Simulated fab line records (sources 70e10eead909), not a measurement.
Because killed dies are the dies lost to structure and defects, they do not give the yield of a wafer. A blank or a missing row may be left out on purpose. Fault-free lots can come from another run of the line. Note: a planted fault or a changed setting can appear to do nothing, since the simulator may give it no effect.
fab line records	flow nand-harc
record lots=11	wafers=33	last-day=34
route steps=1302 shown P_STI@84 P_GATE@138
lots with no fault: from the same line, run without faults
start-h: start of the lot's first displayed wafer, in hours after the record's first day	wait-h: hours elapsed since this lot's preceding step	" identical to the entry in the row above	L1.1+2: one row covering several wafers at once	- value missing, or start not given	* or withheld: withheld	< > ~ a bound
route shown NAME@n: a module of which the file shows steps, and the number in the route of the first	usual: average and standard deviation across the fault-free wafers	same: alike in all rows	chamber/n: place in a boat	sites: per-site readings	_std_site: how widely they spread, as a standard deviation	_edge_site: outer sites' mean less inner sites'	radius-mm: how far each site lies from the wafer's centre	mask NAME#n: copy n	behind: the tool/chamber that last shaped the wafer	hold: the reason the lot was held/the length of the hold in hours/how it ended	device: names the non-switching transistor (n, p or np)	end of line: the same wafers' tests at the end of the route	a step given without rows: its recipe and nothing more	killed: dies lost to structure and defects at the first sort, not the wafer's yield	map: dies across one wafer; x = killed, . = not, _ = none there
set.NAME: the setting that was run; set.NAME@STEP: the one run at that earlier step	model.NAME: the simulator's own value behind a step, which no gauge read
the route's steps for a sample of lots (tables are steps, rows are wafers)
services: from which hour (start-h, from the record's first day; less than 0 if before it) a tool's chamber was out of use, for how many hours, and why
## steps
# step NHARC_P_STI_OVL_MEAS_10
# usual overlay-x-nm=2/5.2	overlay-y-nm=1/5
lot.wafer	tool	chamber	start-h	wait-h	overlay-x-nm	overlay-y-nm
L699.1	overlay-01	-	74.92	-	-4	6
L699.4	"	-	"	"	-4	5
L699.5	"	-	"	"	-3	6
L701.2	overlay-02	-	93.71	-	-7	-5
L701.5	"	-	"	"	-6	-5
L701.6	"	-	"	"	-6	-5
L704.2	overlay-01	-	122.21	-	9	1
L704.3	"	-	"	"	9	1
L704.5	"	-	"	"	9	0
L711.3	overlay-02	-	192.61	-	0	1
L711.5	"	-	"	"	0	1
L711.6	"	-	"	"	0	1
L712.1	overlay-01	-	204.71	-	-3	-3
L712.3	"	-	"	"	-4	-3
L712.5	"	-	"	"	-3	-3
L713.1	overlay-02	-	213.50	-	-5	3
L713.3	"	-	"	"	-5	4
L713.6	"	-	"	"	-5	4
L714.3	overlay-02	-	223.26	-	9	2
L714.4	"	-	"	"	9	2
L714.6	"	-	"	"	9	2
L715.1	overlay-02	-	233.35	-	11	-10
L715.4	"	-	"	"	11	-10
L715.6	"	-	"	"	10	-10
L716.1	overlay-01	-	245.38	-	0	-7
L716.3	"	-	"	"	-1	-7
L716.4	"	-	"	"	0	-7
L717.1	overlay-02	-	253.97	-	0	4
L717.4	"	-	"	"	0	4
L717.5	"	-	"	"	1	4
L719.2	overlay-01	-	274.52	-	4	-2
L719.4	"	-	"	"	5	-1
L719.5	"	-	"	"	5	-1
# step NHARC_P_STI_ETCH_15
# recipe target-depth-a=3000	taper-deg=4	time-s=100.1	hbr-flow-sccm=150	cl2-flow-sccm=50	rf-w=400	icp-w=400	bias-w=100	chemistry=HBr/Cl2
# usual drypump-motor-current-A=5.8/0.57	hbr-flow-sccm=149.9/0.44	oes-product-au=0.993/0.0096	throttle-valve-pct=26.404/0.0089
lot.wafer	tool	chamber	start-h	wait-h	drypump-motor-current-A	hbr-flow-sccm	oes-product-au	rf-hours-counter-h	throttle-valve-pct
L699.4	rie-si-05	2	75.37	-	6.0	149.5	0.999	0.9	26.397
L699.1	"	1	"	"	6.0	149.7	0.992	1.0	26.398
L699.5	"	3	"	"	5.2	149.8	1.003	-	26.405
L701.2	rie-si-01	0	94.16	-	6.4	150.6	1.014	0.3	26.407
L701.6	"	0	"	"	6.4	150.2	1.006	-	26.421
L701.5	"	1	"	"	5.5	149.9	0.990	-	26.397
L704.2	rie-si-06	2	122.68	-	4.8	150.1	0.987	0.2	26.411
L704.3	"	3	"	"	5.1	150.2	0.996	0.3	26.414
L704.5	"	1	"	"	6.5	150.1	0.989	-	26.417
L711.3	rie-si-06	3	193.06	-	5.0	149.4	0.997	0.8	26.400
L711.6	"	3	"	"	5.0	149.1	1.007	-	26.412
L711.5	"	0	"	"	6.3	148.9	0.973	-	26.407
L712.1	rie-si-06	0	205.22	-	6.3	149.4	0.976	0.9	26.410
L712.3	"	2	"	"	4.7	150.0	0.992	0.8	26.413
L712.5	"	0	"	"	6.3	149.5	0.980	-	26.404
L713.1	rie-si-06	0	214.00	-	6.3	150.7	0.993	1.0	26.410
L713.3	"	2	"	"	4.7	150.1	0.993	0.9	26.403
L713.6	"	3	"	"	5.0	149.3	1.002	-	26.412
L714.4	rie-si-05	2	223.72	-	6.0	150.7	0.992	0.4	26.411
L714.3	"	3	"	"	5.2	150.1	1.007	0.5	26.412
L714.6	"	2	"	"	6.0	150.5	0.991	-	26.397
L715.4	rie-si-06	1	233.82	-	6.5	149.7	0.998	1.0	26.397
L715.1	"	2	"	"	4.8	150.5	0.996	1.0	26.407
L715.6	"	0	"	"	6.3	150.4	0.996	-	26.394
L716.1	rie-si-01	2	245.83	-	6.0	150.3	1.001	0.3	26.407
L716.3	"	0	"	"	6.4	150.4	1.004	0.2	26.402
L716.4	"	1	"	"	5.5	149.4	0.989	0.3	26.406
L717.1	rie-si-05	3	254.46	-	5.2	149.4	1.002	0.6	26.391
L717.4	"	0	"	"	5.7	150.4	0.994	-	26.396
L717.5	"	2	"	"	6.0	150.4	1.000	-	26.417
L719.4	rie-si-06	2	274.97	-	4.7	149.7	0.992	0.1	26.394
L719.2	"	0	"	"	6.3	150.2	0.985	0.1	26.401
L719.5	"	2	"	"	4.7	149.5	0.981	-	26.411
# step NHARC_P_GATE_EXPOSE_23
# recipe na=1.35	target-cd-nm=120	dose-mj=93.91	mask-id=P_GATE
# usual exposure-dose-mJ-cm2=93.92/0.089
lot.wafer	tool	chamber	start-h	wait-h	mask	exposure-dose-mJ-cm2
L699.1	arfi-scanner-01	0	124.51	-	P_GATE#0	93.91
L699.4	"	0	"	"	P_GATE#0	93.87
L699.5	"	0	"	"	P_GATE#0	93.88
L701.2	arfi-scanner-03	0	147.64	-	P_GATE#0	94.01
L701.5	"	0	"	"	P_GATE#0	93.85
L701.6	"	0	"	"	P_GATE#0	93.89
L704.2	arfi-scanner-01	0	178.06	-	P_GATE_R1#0	93.85
L704.3	"	0	"	"	P_GATE_R1#0	93.74
L704.5	"	0	"	"	P_GATE_R1#0	93.77
L711.3	arfi-scanner-03	0	242.33	-	P_GATE#0	93.91
L711.5	"	0	"	"	P_GATE#0	93.89
L711.6	"	0	"	"	P_GATE#0	94.07
L712.1	arfi-scanner-01	0	262.25	-	P_GATE#0	94.10
L712.3	"	0	"	"	P_GATE#0	93.90
L712.5	"	0	"	"	P_GATE#0	93.97
L713.1	arfi-scanner-03	0	266.05	-	P_GATE#0	93.95
L713.3	"	0	"	"	P_GATE#0	93.89
L713.6	"	0	"	"	P_GATE#0	93.83
L714.3	arfi-scanner-01	0	277.13	-	P_GATE#0	93.84
L714.4	"	0	"	"	P_GATE#0	94.01
L714.6	"	0	"	"	P_GATE#0	94.06
L715.1	arfi-scanner-03	0	283.78	-	P_GATE#0	93.95
L715.4	"	0	"	"	P_GATE#0	93.84
L715.6	"	0	"	"	P_GATE#0	93.87
L716.1	arfi-scanner-02	0	304.49	-	P_GATE#0	94.05
L716.3	"	0	"	"	P_GATE#0	93.90
L716.4	"	0	"	"	P_GATE#0	93.88
L717.1	arfi-scanner-03	0	306.85	-	P_GATE#0	93.95
L717.4	"	0	"	"	P_GATE#0	93.91
L717.5	"	0	"	"	P_GATE#0	93.90
L719.2	arfi-scanner-02	0	330.31	-	P_GATE#0	93.90
L719.4	"	0	"	"	P_GATE#0	93.94
L719.5	"	0	"	"	P_GATE#0	93.92
# step NHARC_P_GATE_CD_MEAS_26
# recipe target-cd-nm=120	landing-energy-ev=500
# usual cd-nm=119.8/0.54
lot.wafer	tool	chamber	start-h	wait-h	cd-nm
L699.1	cd-sem-03	0	124.64	-	120.1
L699.4	"	0	"	"	120.4
L699.5	"	0	"	"	120.1
L701.2	cd-sem-03	0	147.77	-	119.4
L701.5	"	0	"	"	120.1
L701.6	"	0	"	"	119.8
L704.2	cd-sem-02	0	178.20	-	115.7
L704.3	"	0	"	"	114.9
L704.5	"	0	"	"	114.8
L711.3	cd-sem-01	0	242.46	-	119.8
L711.5	"	0	"	"	120.5
L711.6	"	0	"	"	119.0
L712.1	cd-sem-02	0	262.39	-	120.4
L712.3	"	0	"	"	120.1
L712.5	"	0	"	"	119.8
L713.1	cd-sem-02	0	266.19	-	119.0
L713.3	"	0	"	"	119.9
L713.6	"	0	"	"	119.1
L714.3	cd-sem-03	0	277.26	-	120.2
L714.4	"	0	"	"	120.0
L714.6	"	0	"	"	120.4
L715.1	cd-sem-02	0	283.92	-	118.7
L715.4	"	0	"	"	120.0
L715.6	"	0	"	"	120.3
L716.1	cd-sem-03	0	304.63	-	118.9
L716.3	"	0	"	"	118.9
L716.4	"	0	"	"	120.2
L717.1	cd-sem-01	0	306.99	-	119.4
L717.4	"	0	"	"	119.7
L717.5	"	0	"	"	119.1
L719.2	cd-sem-01	0	330.45	-	119.9
L719.4	"	0	"	"	119.7
L719.5	"	0	"	"	120.7
# step NHARC_P_GATE_HM_OPEN_105
# recipe target-depth-a=3600	o2-flow-sccm=400	cos-flow-sccm=20	ar-flow-sccm=0	rf-w=500	bias-w=300	chemistry=O2/COS
# usual drypump-motor-current-A=5.6/0.38	oes-product-au=0.993/0.0095	rf-vpp-V=466.3/2.4	showerhead-plenum-p-Torr=3.08/0.11	throttle-valve-pct=28.329/0.0087
lot.wafer	tool	chamber	start-h	wait-h	drypump-motor-current-A	oes-product-au	rf-hours-counter-h	rf-vpp-V	showerhead-plenum-p-Torr	throttle-valve-pct
L699.1	rie-diel-03	3	-	-	6.2	0.985	0	465.6	2.97	28.330
L699.4	"	0	"	"	5.5	0.994	0	467.3	3.18	28.334
L699.5	"	0	"	"	5.5	0.982	-	467.4	3.18	28.329
L701.2	rie-diel-03	1	-	-	6.0	0.989	1	467.8	3.14	28.341
L701.5	"	1	"	"	6.1	0.983	-	466.9	3.14	28.321
L701.6	"	2	"	"	6.0	0.998	-	469.2	3.17	28.321
L704.3	rie-diel-03	3	-	-	6.1	0.996	4	463.8	2.97	28.320
L704.2	"	1	"	"	6.1	0.990	3	466.2	3.14	28.339
L704.5	"	2	"	"	6.0	0.997	-	467.6	3.17	28.328
L711.3	rie-diel-09	2	-	-	5.0	1.013	6	464.4	2.98	28.331
L711.5	"	3	"	"	5.7	0.999	-	465.6	3.05	28.322
L711.6	"	0	"	"	5.9	0.995	-	470.7	3.23	28.318
L712.1	rie-diel-04	1	-	-	5.6	0.993	4	463.8	2.97	28.324
L712.3	"	2	"	"	5.3	1.000	4	465.3	2.98	28.325
L712.5	"	2	"	"	5.3	0.999	-	465.0	2.98	28.326
L713.1	rie-diel-03	2	-	-	5.9	1.002	8	468.8	3.16	28.326
L713.3	"	0	"	"	5.4	0.985	11	467.4	3.18	28.320
L713.6	"	0	"	"	5.5	0.993	-	468.5	3.18	28.327
L714.4	rie-diel-03	2	-	-	6.0	1.001	8	468.1	3.16	28.320
L714.3	"	3	"	"	6.1	0.988	10	464.4	2.97	28.316
L714.6	"	3	"	"	6.1	0.986	-	462.6	2.97	28.332
L715.1	rie-diel-04	0	-	-	5.8	1.023	5	470.3	3.27	28.337
L715.4	"	1	"	"	5.5	0.997	4	463.1	2.97	28.325
L715.6	"	3	"	"	5.4	1.009	-	463.6	3.00	28.338
L716.3	rie-diel-04	0	-	-	5.8	1.017	6	469.6	3.27	28.344
L716.4	"	1	"	"	5.6	0.987	5	463.8	2.97	28.323
L716.1	"	2	"	"	5.3	1.003	5	464.1	2.98	28.323
L717.1	rie-diel-04	0	-	-	5.8	0.998	7	470.9	3.27	28.321
L717.4	"	2	"	"	5.3	0.988	5	463.8	2.98	28.303
L717.5	"	0	"	"	5.8	1.010	-	471.1	3.27	28.329
L719.4	rie-diel-03	2	-	-	6.0	1.007	2	467.4	3.16	28.320
L719.2	"	0	"	"	5.5	1.012	2	468.0	3.18	28.329
L719.5	"	2	"	"	6.0	0.984	-	467.7	3.16	28.343
## services
tool	chamber	start-h	hours	kind
rie-diel-03	0	55.21	6.5	repair
rie-diel-03	0	65.89	1.3	repair
rie-si-06	-	72.00	9.0	pm
arfi-scanner-01	-	80.00	4.0	pm
rie-diel-03	-	104.30	9.0	pm
rie-si-05	-	111.87	0.4	repair
rie-si-05	-	128.05	9.0	pm
rie-diel-03	2	169.32	2.0	repair
arfi-scanner-01	-	172.49	0.9	repair
arfi-scanner-03	-	177.47	1.9	repair
rie-diel-04	-	177.90	9.0	pm
arfi-scanner-03	-	196.00	4.0	pm
arfi-scanner-01	-	202.76	10.5	repair
rie-diel-03	1	224.47	14.9	repair
arfi-scanner-03	-	226.37	9.8	repair
rie-si-06	0	239.58	6.5	repair
rie-si-06	-	249.00	9.0	pm
arfi-scanner-01	-	252.00	4.0	pm
rie-diel-04	3	261.93	4.8	repair
rie-diel-03	3	263.48	7.2	repair
rie-diel-03	-	281.30	9.0	pm
rie-diel-03	3	298.58	2.8	repair
arfi-scanner-03	-	299.66	1.2	repair
arfi-scanner-03	-	322.77	0.5	repair
## key
first-sign step=NHARC_P_GATE_EXPOSE_23	reading=mask	direction=changed
effect step=NHARC_P_GATE_CD_MEAS_26	reading=cd-nm	direction=down	sigmas=8.7	usual=119.8	struck=115.2
met-at NHARC_P_GATE_EXPOSE_23
struck-lots L704
tester-left-out L704
not-acting-at NHARC_P_STI_OVL_MEAS_10,NHARC_P_STI_ETCH_15,NHARC_P_GATE_HM_OPEN_105
onset-between 124.51 178.06
fault kind=wrong-mask	tool=any	chamber=-	onset-h=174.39	steps=NHARC_P_GATE_EXPOSE_23	aux-copy=P_GATE_R1#0	cd-offset-nm=-4.2428	scope=struck-lots-only
# tester-left-out: of these lots the tester's yield and bins aren't shown, on N5 and GAA mostly nor the transistor test; their killed dies are dies lost to structure and defects alone, not to doping, threshold or leakage, so they don't give the yield
